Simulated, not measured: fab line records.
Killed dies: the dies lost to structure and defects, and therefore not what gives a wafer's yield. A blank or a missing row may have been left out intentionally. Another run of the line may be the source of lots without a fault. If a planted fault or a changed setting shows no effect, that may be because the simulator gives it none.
The tool behind it: which one? ; flow n5Finfet ; 24 lots, 72 wafers sampled, at 1 step of a route of 1938

== WHAT EACH GAUGE READ, for each wafer ==
N5_BEOL_M5_OVL_MEAS_12. Usual: M5_OVL gives 0.2 nm (standard deviation 0.82).
lot;measured;on;M5_OVL (nm);flag
L074;day 7 15:31;overlay-01;1.5 0.2 1.0;
L075;day 7 19:05;overlay-02;0.8 -0.6 -0.2;
L076;day 7 21:10;overlay-02;0.3 -0.4 0.2;
L077;day 8 14:05;overlay-01;0.0 0.9 -1.8;
L078;day 8 19:53;overlay-01;0.8 -0.3 1.2;
L079;day 8 23:17;overlay-01;-0.7 1.0 1.0;
L080;day 9 04:05;overlay-01;-0.2 0.6 -0.5;
L081;day 9 14:47;overlay-01;-0.3 1.8 0.9;
L083;day 9 17:22;overlay-01;0.7 -0.7 0.4;
L082;day 9 20:23;overlay-01;-0.4 0.2 0.1;
L084;day 9 21:35;overlay-01;0.2 1.2 -0.1;
L085;day 10 09:02;overlay-01;-0.4 -0.5 -0.4;
L086;day 10 19:50;overlay-01;-1.3 0.2 -0.5;
L087;day 10 22:40;overlay-01;-1.3 -1.2 -0.7;
L090;day 11 09:43;overlay-02;-0.6 0.4 -0.3;
L088;day 11 09:53;overlay-01;0.9 -0.6 0.8;
L091;day 11 18:23;overlay-02;1.9 1.8 0.7;
L089;day 11 19:26;overlay-01;0.4 -1.5 0.2;
L092;day 12 00:29;overlay-01;-0.3 -0.5 -0.8;
L093;day 12 07:52;overlay-01;-1.0 -1.4 0.2;
L094;day 12 11:38;overlay-01;1.5 0.6 0.8;
L095;day 12 19:47;overlay-02;0.3 1.9 1.1;
L096;day 13 10:26;overlay-02;-0.2 0.5 -0.3;
L097;day 14 00:44;overlay-02;-0.7 1.0 0.9;

== EACH LOT AND THE TOOL THAT RAN IT (in order: tool; ch and the chambers of the sampled wafers; start) ==
The record holds no process step before these readings.

== AS READ BY THE TOOLS THEMSELVES (means over the sampled wafers that have a number; for cases with no such wafer, the mark the record gives instead) ==
The record holds no such reading with a usual standard deviation.

== THE ANSWER, worked out from the rows above alone ==
Rule: a lot counts as off when the mean over its wafers that have a number is more than 3 standard deviations away from the usual mean. Also off: a lot with no number at a reading for which 4 or more lots have one. All remaining lots with rows at the step are treated as sound. After the gauges, taken in route order, come the tools' own readings; for these a lot's mean is taken, as printed above. The first step at which some lot is off is used, and at that step the reading that is off furthest; a lot without a number counts as furthest.
No lot is off at any reading shown: from this, nothing can be told.

== WHAT THE SIMULATOR HAD INSERTED ==
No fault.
